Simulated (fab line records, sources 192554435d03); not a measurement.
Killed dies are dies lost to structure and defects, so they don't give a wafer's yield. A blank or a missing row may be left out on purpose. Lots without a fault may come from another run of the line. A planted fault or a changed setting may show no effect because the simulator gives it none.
fab line records | flow n5_finfet | part 1 of 2: steps 1 to 4 of 6
record lots=20 wafers=60 last_day=19
route steps=1938 shown SDB@369 HKMG_FIN@434 GATE_CUT@466
lots that met no fault: from a run of the same line without faults
start_h: hours from the record's first day to the start of the lot's first wafer shown | wait_h: hours since the lot's step before | " the same as in the row above | L1.1+2: a row that stands for several wafers | - no value, or no start given | * or withheld: withheld | < > ~ a bound
route shown NAME@n: a module of which the file shows steps, and the number in the route of the first | usual: mean/standard deviation of fault-free wafers | same: alike in all rows | chamber/n: place in a boat | sites: the reading at each site | _std_site: their standard deviation | _edge_site: outer sites' mean less inner sites' | radius_mm: how far each site lies from the wafer's centre | mask NAME#n: copy n | behind: the tool/chamber that last shaped the wafer | hold: why the lot was held/for how many hours/how that ended | device: the transistor (n, p or np) that didn't switch | end of line: the same wafers' tests at the end of the route | a step without rows: its recipe alone | killed: dies lost to structure and defects at the first sort, not the wafer's yield | map: a wafer's dies, x killed, . not, _ none there
set.NAME: the setting as run; set.NAME@STEP: as run at that earlier step | model.NAME: the simulator's own value behind a step, which no gauge read
steps of the route over a sample of lots; a table a step, a row a wafer
services: from which hour (start_h, from the record's first day; less than 0 if before it) a tool's chamber was out of use, for how many hours, and why
## steps
# step N5_SDB_CUT_ETCH_26
# recipe chemistry=HBr/Cl2/O2 target=Si target_depth_a=1296 bt_time_s=20 mask_material=SiNx time_s=51.8 ion_energy_ev=* bias_w=* pressure_mtorr=10 icp_w=800 HBr_flow_sccm=150 Cl2_flow_sccm=80 O2_flow_sccm=12
# usual HBr_flow_sccm=150.1/0.48 O2_flow_sccm=12.00/0.035 bias_w=* drypump_motor_current_A=5.8/0.45 he_backside_leak_sccm=2.69/0.24 oes_o_777_au=1.01/0.033 oes_product_au=1.008/0.018 throttle_valve_pct=37.2/0.31
# columns lot.wafer tool chamber start_h wait_h HBr_flow_sccm O2_flow_sccm bias_w drypump_motor_current_A he_backside_leak_sccm oes_o_777_au oes_product_au rf_hours_counter_h throttle_valve_pct
L074.2 rie_si-04 2 64.31 0.1 149.1 12.01 * 6.4 2.65 1.06 1.042 108 37.7
L074.3 " 3 " " 149.8 11.99 * 5.4 2.78 0.98 1.034 139 37.2
L074.5 " 2 " " 149.8 12.02 * 6.4 2.63 1.07 1.030 - 37.7
L075.2 rie_si-06 2 71.01 0.1 149.6 11.99 * 6.2 2.35 1.01 1.015 43 37.2
L075.4 " 0 " " 151.0 11.95 * 5.1 2.74 1.02 0.999 66 37.3
L075.6 " 0 " " 150.8 12.00 * 5.1 2.84 1.02 1.008 - 37.4
L076.1 rie_si-04 2 79.31 0.1 150.0 11.99 * 6.4 2.67 1.06 1.037 109 37.6
L076.2 " 0 " " 150.3 12.00 * 5.9 2.40 0.97 0.981 23 36.9
L076.5 " 0 " " 149.6 11.99 * 5.9 2.38 0.98 0.993 - 36.9
L077.2 rie_si-05 2 84.19 0.1 150.0 12.01 * 6.8 2.49 0.97 0.991 1 37.5
L077.4 " 1 " " 150.5 12.00 * 6.0 2.69 1.05 1.015 - 37.8
L077.6 " 2 " " 149.7 12.01 * 6.7 2.52 0.98 0.987 - 37.6
L079.1 rie_si-06 3 98.07 0.1 150.0 11.99 * 5.6 3.08 1.03 1.019 158 37.0
L079.2 " 1 " " 149.8 12.03 * 5.4 2.62 0.96 0.986 105 36.8
L079.4 " 0 " " 150.1 11.96 * 5.1 2.85 1.01 1.011 67 37.4
L080.3 rie_si-06 0 102.36 0.1 149.9 11.99 * 5.1 2.92 1.03 1.001 67 37.4
L080.5 " 2 " " 150.9 12.00 * 6.1 2.44 1.02 1.022 - 37.2
L080.6 " 1 " " 150.6 11.99 * 5.4 2.76 0.97 0.979 - 36.8
L081.2 rie_si-04 0 108.31 0.1 150.6 11.90 * 5.9 2.45 0.98 0.982 24 36.9
L081.3 " 2 " " 150.0 11.98 * 6.4 2.76 1.05 1.037 109 37.6
L081.5 " 3 " " 149.6 11.99 * 5.4 2.74 0.98 1.025 - 37.2
L082.1 rie_si-04 0 113.88 0.1 150.5 12.01 * 5.8 2.33 0.98 0.981 24 36.9
L082.3 " 1 " " 150.7 12.01 * 5.8 2.86 1.03 1.004 40 36.9
L082.4 " 3 " " 149.2 11.99 * 5.4 2.66 0.97 1.024 140 37.2
L084.2 rie_si-06 2 124.73 0.1 150.6 11.98 * 6.2 2.38 1.02 1.020 44 37.2
L084.4 " 1 " " 149.8 12.03 * 5.4 2.82 0.97 0.985 105 36.9
L084.6 " 3 " " 149.8 11.97 * 5.6 3.10 1.04 1.015 - 37.0
L085.1 rie_si-05 3 136.55 0.1 149.8 11.99 * 6.1 2.63 1.03 0.990 39 36.9
L085.4 " 0 " " 149.6 12.01 * 5.4 2.93 0.98 0.982 0 36.8
L085.5 " 2 " " 150.4 12.04 * 6.7 2.22 0.98 0.990 - 37.6
L087.1 rie_si-05 2 146.89 0.1 150.2 12.00 * 6.7 2.20 0.97 0.986 2 37.6
L087.2 " 1 " " 149.3 11.94 * 6.0 2.56 1.06 1.022 100 37.8
L087.5 " 1 " " 150.1 11.94 * 6.0 2.70 1.06 1.023 - 37.8
L088.2 rie_si-04 1 150.21 0.1 149.7 12.05 * 5.8 2.83 1.03 1.002 40 36.9
L088.3 " 3 " " 149.7 11.98 * 5.4 2.90 0.97 1.024 141 37.2
L088.5 " 2 " " 151.0 12.06 * 6.4 2.71 1.07 1.041 - 37.7
L089.2 rie_si-06 2 157.58 0.1 150.0 11.97 * 6.2 2.35 1.01 1.028 45 37.2
L089.3 " 1 " " 149.4 11.96 * 5.4 2.62 0.96 0.989 106 36.9
L089.4 " 0 " " 149.9 11.93 * 5.1 2.79 1.02 0.999 68 37.4
L090.1 rie_si-06 3 163.59 0.1 150.4 12.04 * 5.6 2.88 1.04 1.008 159 37.0
L090.3 " 0 " " 150.1 11.94 * 5.1 2.58 1.02 0.999 68 37.4
L090.6 " 2 " " 150.9 11.95 * 6.2 2.43 1.01 1.018 - 37.2
L091.2 rie_si-06 0 171.34 0.1 149.7 12.05 * 5.1 2.78 1.02 1.005 68 37.4
L091.5 " 1 " " 149.9 12.04 * 5.4 2.64 0.96 0.991 - 36.8
L091.6 " 0 " " 150.0 11.98 * 5.1 2.83 1.02 0.998 - 37.4
L092.1 rie_si-04 2 174.00 0.1 150.8 12.04 * 6.4 2.87 1.06 1.042 110 37.7
L092.5 " 1 " " 150.1 11.99 * 5.8 2.84 1.04 1.013 - 36.9
L092.6 " 2 " " 150.6 12.03 * 6.4 2.82 1.06 1.031 - 37.7
L093.2 rie_si-04 0 181.52 0.1 150.5 12.02 * 5.9 2.36 0.99 0.989 25 36.9
L093.4 " 1 " " 150.4 11.93 * 5.8 2.92 1.03 1.014 41 36.9
L093.6 " 1 " " 149.9 12.00 * 5.8 2.91 1.04 1.008 - 36.9
L094.2 rie_si-04 2 187.73 0.1 150.4 11.96 * 6.4 2.63 1.06 1.036 111 37.7
L094.5 " 0 " " 148.9 12.06 * 5.9 2.43 0.98 0.986 - 36.8
L094.6 " 3 " " 149.9 11.99 * 5.4 2.77 0.98 1.023 - 37.2
L095.2 rie_si-04 3 194.42 0.1 150.7 12.04 * 5.4 2.78 0.98 1.032 142 37.2
L095.5 " 2 " " 150.2 12.02 * 6.4 2.67 1.07 1.043 - 37.7
L095.6 " 3 " " 149.9 12.04 * 5.4 2.74 0.97 1.028 - 37.2
L097.2 rie_si-04 3 204.04 0.1 149.5 12.04 * 5.4 2.84 0.98 1.026 142 37.2
L097.3 " 0 " " 150.7 11.99 * 5.9 2.58 0.98 0.986 25 36.9
L097.5 " 2 " " 150.5 12.01 * 6.4 2.67 1.06 1.039 - 37.6
# step N5_SDB_ALD_29
# recipe material=SiNx target_thk_a=300 temp_c=400 ald_precursor_family=SiH2I2 ald_co_reactant=N2/H2-plasma pulse_time_s=1 ald_cycles=600 purge_time_s=2 co_reactant_purge_time_s=2 pressure_torr=2
# usual heater_power_w=836/93 precursor_pulse_height_rel=0.999/0.019
# same ald_cycles=600
# columns lot.wafer tool chamber start_h wait_h heater_power_w precursor_pulse_height_rel since_wet_clean_h
L074.2 ald_sin-04 0 64.49 0.0 641 0.977 344
L074.3 " 1 " " 776 1.040 344
L074.5 " 2 65.84 1.4 854 0.967 -
L075.2 ald_sin-04 0 71.78 0.6 640 1.003 352
L075.4 " 1 " " 771 0.971 352
L075.6 " 3 73.13 2.0 773 1.012 -
L076.1 ald_sin-01 3 79.50 0.0 975 1.019 267
L076.2 " 1 " " 980 0.985 267
L076.5 " 1 80.85 1.4 1003 1.007 -
L077.2 ald_sin-04 1 84.38 0.0 775 0.998 364
L077.4 " 0 " " 666 1.026 364
L077.6 " 2 85.73 1.4 877 0.953 -
L079.1 ald_sin-02 0 98.26 0.0 833 1.026 91
L079.2 " 3 " " 744 0.986 91
L079.4 " 1 " " 773 0.984 91
L080.3 ald_sin-01 2 102.54 0.0 818 1.008 290
L080.5 " 3 103.89 1.4 949 0.982 -
L080.6 " 0 " " 821 1.036 -
L081.2 ald_sin-02 3 108.50 0.0 767 1.023 101
L081.3 " 0 " " 863 1.006 101
L081.5 " 0 109.85 1.4 813 1.010 -
L082.1 ald_sin-02 0 114.42 0.4 831 1.000 107
L082.3 " 2 " " 947 0.976 107
L082.4 " 1 " " 783 0.997 107
L084.2 ald_sin-04 0 124.91 0.0 648 0.974 24
L084.4 " 2 " " 917 1.009 24
L084.6 " 3 126.27 1.4 781 1.004 -
L085.1 ald_sin-01 1 136.73 0.0 994 1.005 324
L085.4 " 0 " " 834 0.992 324
L085.5 " 2 138.08 1.4 813 0.966 -
L087.1 ald_sin-02 2 147.07 0.0 955 1.009 140
L087.2 " 1 " " 784 1.023 140
L087.5 " 1 148.42 1.4 753 0.986 -
L088.2 ald_sin-02 0 150.39 0.0 848 1.001 143
L088.3 " 2 " " 952 1.000 143
L088.5 " 1 151.74 1.4 785 1.015 -
L089.2 ald_sin-01 1 157.76 0.0 988 0.997 345
L089.3 " 0 " " 844 1.048 345
L089.4 " 3 " " 961 1.024 345
L090.1 ald_sin-01 1 163.77 0.0 1005 0.990 351
L090.3 " 0 " " 856 1.027 351
L090.6 " 0 165.12 1.4 809 0.975 -
L091.2 ald_sin-02 1 172.32 0.8 774 1.000 165
L091.5 " 3 173.67 2.2 762 1.041 -
L091.6 " 2 " " 973 0.985 -
L092.1 ald_sin-01 1 174.65 0.5 1001 0.960 362
L092.5 " 3 176.01 1.9 960 1.013 -
L092.6 " 0 " " 834 0.988 -
L093.2 ald_sin-04 1 181.71 0.0 732 1.002 81
L093.4 " 3 " " 775 1.008 81
L093.6 " 1 183.06 1.4 750 1.011 -
L094.2 ald_sin-02 2 187.91 0.0 942 1.002 181
L094.5 " 2 189.27 1.4 977 0.989 -
L094.6 " 3 " " 767 0.973 -
L095.2 ald_sin-04 0 194.69 0.1 641 1.024 94
L095.5 " 0 196.04 1.5 649 1.019 -
L095.6 " 1 " " 730 1.020 -
L097.2 ald_sin-02 2 204.22 0.0 935 0.995 197
L097.3 " 1 " " 745 1.022 197
L097.5 " 0 205.58 1.4 828 1.004 -
# step N5_HKMG_FIN_ETCH_31
# recipe chemistry=CF4 target=SiARC target_depth_a=455 mask_material=CAR-ArF time_s=75.8 ion_energy_ev=80 pressure_mtorr=40 source_w=545 bias_w=36 Ar_flow_sccm=100 cf4_flow_sccm=100 ends=cleared
# usual bias_w=36.00/0.11 drypump_motor_current_A=5.9/0.56 etch_rf_on_time_s=75.9/1 mfc_ar_sccm=99.98/0.29 oes_product_au=0.68/0.07 rf_vpp_V=184.5/1.1 showerhead_plenum_p_Torr=2.18/0.068 throttle_valve_pct=15.57/0.21
# columns lot.wafer tool chamber start_h wait_h bias_w drypump_motor_current_A etch_rf_on_time_s mfc_ar_sccm oes_product_au rf_hours_counter_h rf_vpp_V showerhead_plenum_p_Torr throttle_valve_pct
L074.2 rie_diel-03 3 72.40 0.0 35.92 6.1 73.8 99.73 0.69 112 183.9 2.15 15.58
L074.3 " 2 " " 36.06 5.8 77.4 100.01 0.58 247 182.9 2.03 16.10
L074.5 " 1 " " 35.80 6.7 76.6 100.22 0.66 - 186.5 2.23 15.25
L075.2 rie_diel-03 0 79.79 0.0 36.09 6.4 77.8 99.86 0.60 226 184.5 2.20 15.71
L075.4 " 1 " " 35.96 6.7 77.0 99.85 0.66 134 185.1 2.23 15.26
L075.6 " 0 " " 35.96 6.4 77.2 99.85 0.61 - 184.7 2.20 15.68
L076.1 rie_diel-05 1 87.52 0.0 35.93 4.9 75.5 100.49 0.80 14 183.1 2.10 15.29
L076.2 " 3 " " 35.98 6.4 74.6 99.82 0.65 157 185.0 2.23 15.79
L076.5 " 1 " " 36.16 4.9 75.5 100.36 0.80 - 182.3 2.10 15.28
L077.2 rie_diel-05 1 92.43 0.0 36.05 4.9 75.5 99.88 0.80 17 184.3 2.10 15.29
L077.4 " 3 " " 36.00 6.3 74.8 100.09 0.64 158 186.0 2.22 15.77
L077.6 " 3 " " 36.03 6.3 75.2 99.74 0.64 - 184.3 2.22 15.76
L079.1 rie_diel-05 0 106.98 0.0 35.90 5.7 74.8 100.07 0.66 104 184.8 2.25 15.70
L079.2 " 3 " " 36.12 6.4 74.7 100.39 0.64 164 184.2 2.22 15.79
L079.4 " 2 " " 35.88 5.9 76.4 100.19 0.61 203 184.1 2.21 15.45
L080.3 rie_diel-03 0 110.89 0.0 36.12 6.4 77.7 99.96 0.60 240 183.6 2.20 15.72
L080.5 " 0 " " 36.00 6.4 77.6 99.68 0.59 - 184.9 2.20 15.75
L080.6 " 1 " " 35.80 6.7 77.1 99.77 0.65 - 183.2 2.22 15.28
L081.2 rie_diel-05 1 117.02 0.0 36.02 4.9 76.3 99.82 0.78 26 185.9 2.10 15.29
L081.3 " 2 " " 35.75 5.9 77.4 100.32 0.61 206 183.4 2.21 15.47
L081.5 " 1 " " 35.83 4.9 76.6 100.27 0.77 - 183.4 2.10 15.30
L082.1 rie_diel-03 2 122.96 0.0 35.94 5.8 75.7 100.29 0.80 6 185.7 2.28 15.59
L082.3 " 1 " " 35.88 6.7 76.1 100.18 0.65 152 185.3 2.22 15.28
L082.4 " 0 " " 35.94 6.4 76.7 99.85 0.60 245 183.3 2.20 15.72
L084.2 rie_diel-05 1 132.94 0.0 36.05 4.9 75.5 99.90 0.77 31 181.9 2.09 15.32
L084.4 " 3 " " 36.12 6.4 75.0 99.68 0.63 172 185.0 2.22 15.78
L084.6 " 1 " " 36.17 4.9 75.8 99.60 0.77 - 183.6 2.09 15.30
L085.1 rie_diel-05 2 145.38 0.0 36.11 5.9 77.4 99.88 0.61 213 185.2 2.21 15.47
L085.4 " 3 " " 35.89 6.4 75.2 99.80 0.63 175 183.3 2.22 15.79
L085.5 " 0 " " 35.97 5.7 75.4 100.22 0.65 - 185.5 2.24 15.71
L087.1 rie_diel-02 0 155.71 0.0 35.84 6.2 75.9 100.37 0.63 174 185.6 2.23 15.65
L087.2 " 2 " " 36.10 6.1 75.5 100.33 0.59 241 183.2 2.03 15.98
L087.5 " 2 " " 36.08 6.1 75.1 100.13 0.60 - 183.8 2.03 15.98
L088.2 rie_diel-05 1 158.88 0.0 35.84 4.9 76.8 100.16 0.75 40 184.5 2.09 15.34
L088.3 " 2 " " 36.10 5.9 77.3 99.59 0.60 218 185.5 2.20 15.49
L088.5 " 1 " " 35.94 4.9 78.2 99.98 0.75 - 183.7 2.09 15.33
L089.2 rie_diel-05 0 165.98 0.0 35.97 5.7 74.3 100.14 0.65 124 185.7 2.24 15.71
L089.3 " 2 " " 35.67 5.9 76.7 99.74 0.60 221 185.6 2.20 15.50
L089.4 " 1 " " 36.04 4.9 76.1 99.95 0.74 42 183.1 2.09 15.33
L090.1 rie_diel-03 0 172.24 0.0 36.14 6.4 76.1 99.88 0.84 1 184.4 2.19 15.27
L090.3 " 2 " " 36.08 5.8 75.4 100.43 0.76 28 184.7 2.27 15.65
L090.6 " 3 " " 36.10 6.1 75.0 99.83 0.66 - 184.1 2.14 15.67
L091.2 rie_diel-05 3 180.52 0.0 35.96 6.4 74.4 100.11 0.63 188 184.9 2.21 15.84
L091.5 " 1 " " 35.95 4.9 76.0 99.61 0.74 - 183.7 2.09 15.35
L091.6 " 2 " " 36.15 5.9 75.2 99.78 0.60 - 184.8 2.20 15.50
L092.1 rie_diel-02 1 182.94 0.0 35.76 5.0 76.9 99.79 0.75 36 183.1 2.09 15.44
L092.5 " 1 " " 36.02 5.0 78.2 99.86 0.74 - 182.6 2.09 15.44
L092.6 " 0 " " 36.13 6.1 77.4 99.46 0.61 - 185.8 2.23 15.67
L093.2 rie_diel-03 2 190.04 0.0 36.07 5.8 75.1 100.10 0.75 34 186.5 2.27 15.66
L093.4 " 3 " " 36.08 6.1 74.8 100.00 0.65 161 182.3 2.14 15.69
L093.6 " 1 " " 36.14 6.7 77.3 100.03 0.63 - 185.6 2.21 15.34
L094.2 rie_diel-03 1 196.01 0.0 35.96 6.7 76.9 99.96 0.62 183 185.4 2.21 15.34
L094.5 " 0 " " 35.95 6.4 76.0 99.94 0.80 - 182.7 2.19 15.29
L094.6 " 1 " " 36.12 6.7 77.4 100.11 0.63 - 185.7 2.21 15.33
L095.2 rie_diel-02 0 203.28 0.0 35.98 6.2 76.1 99.98 0.61 189 183.4 2.22 15.70
L095.5 " 1 " " 36.02 5.0 76.3 100.55 0.74 - 182.2 2.09 15.44
L095.6 " 0 " " 36.16 6.2 76.7 99.84 0.61 - 185.1 2.22 15.69
L097.2 rie_diel-05 1 212.85 0.0 35.71 4.9 76.3 99.67 0.73 60 184.4 2.08 15.37
L097.3 " 0 " " 35.93 5.7 74.4 99.76 0.64 142 186.3 2.23 15.74
L097.5 " 2 " " 36.08 5.9 76.5 100.06 0.59 - 185.5 2.20 15.54
# step N5_HKMG_FIN_ALD_72
# recipe material=W target_thk_a=20 temp_c=300 pressure_torr=7.5 ald_precursor_family=WF6 ald_co_reactant=B2H6 pulse_time_s=1 purge_time_s=2 co_reactant_purge_time_s=2 co_reactant_pulse_time_s=3 ald_cycles=7
# usual heater_power_w=468/53 precursor_pulse_height_rel=1.002/0.021
# same ald_cycles=7
# columns lot.wafer tool chamber start_h wait_h heater_power_w precursor_pulse_height_rel since_wet_clean_h
L074.2 cvd_w-01 0 75.95 0.2 394 1.000 244
L074.3 " 0 " " 394 1.023 -
L074.5 " 0 " " 402 0.990 -
L075.2 cvd_w-02 0 83.45 0.2 495 1.005 765
L075.4 " 1 " " 540 1.016 -
L075.6 " 0 " " 495 1.009 -
L076.1 cvd_w-02 0 91.00 0.2 482 0.995 773
L076.2 " 1 " " 535 1.002 773
L076.5 " 1 " " 534 0.991 -
L077.2 cvd_w-02 0 95.97 0.2 493 0.989 778
L077.4 " 0 " " 493 1.021 -
L077.6 " 1 " " 538 0.966 -
L079.1 cvd_w-01 1 110.50 0.2 490 1.001 279
L079.2 " 0 " " 386 1.027 279
L079.4 " 0 " " 390 0.979 -
L080.3 cvd_w-01 1 114.84 0.2 478 0.981 -
L080.5 " 0 " " 392 0.975 -
L080.6 " 1 " " 481 1.050 -
L081.2 cvd_w-01 1 120.63 0.2 478 0.996 289
L081.3 " 0 " " 380 1.003 -
L081.5 " 0 " " 394 1.035 -
L082.1 cvd_w-02 0 126.68 0.2 483 0.950 809
L082.3 " 0 " " 483 1.017 -
L082.4 " 1 " " 519 0.991 -
L084.2 cvd_w-02 1 136.40 0.2 528 0.988 818
L084.4 " 1 " " 538 1.009 -
L084.6 " 0 " " 494 1.002 -
L085.1 cvd_w-01 0 148.86 0.2 394 1.002 317
L085.4 " 0 " " 392 1.004 -
L085.5 " 0 " " 385 1.016 -
L087.1 cvd_w-02 1 159.25 0.2 535 0.981 841
L087.2 " 0 " " 490 0.972 841
L087.5 " 0 " " 485 1.004 -
L088.2 cvd_w-01 0 162.36 0.2 390 0.988 330
L088.3 " 0 " " 383 1.041 -
L088.5 " 0 " " 387 1.003 -
L089.2 cvd_w-02 1 169.64 0.2 535 0.992 852
L089.3 " 0 " " 494 0.982 -
L089.4 " 1 " " 534 1.000 -
L090.1 cvd_w-02 0 175.87 0.2 492 1.028 858
L090.3 " 1 " " 528 0.980 -
L090.6 " 0 " " 485 1.038 -
L091.2 cvd_w-02 0 184.16 0.2 494 0.989 -
L091.5 " 0 " " 486 1.022 -
L091.6 " 0 " " 484 0.988 -
L092.1 cvd_w-01 1 186.41 0.2 489 0.998 354
L092.5 " 1 " " 486 0.992 -
L092.6 " 0 " " 395 1.001 -
L093.2 cvd_w-01 0 193.83 0.2 385 0.994 362
L093.4 " 0 " " 387 1.035 -
L093.6 " 0 " " 390 0.977 -
L094.2 cvd_w-01 1 199.53 0.2 493 1.027 368
L094.5 " 0 " " 378 1.000 -
L094.6 " 1 " " 493 0.975 -
L095.2 cvd_w-01 0 206.77 0.2 385 0.962 375
L095.5 " 1 " " 490 0.997 -
L095.6 " 0 " " 387 1.010 -
L097.2 cvd_w-01 1 216.38 0.2 483 1.017 384
L097.3 " 0 " " 390 0.975 -
L097.5 " 1 " " 481 0.964 -
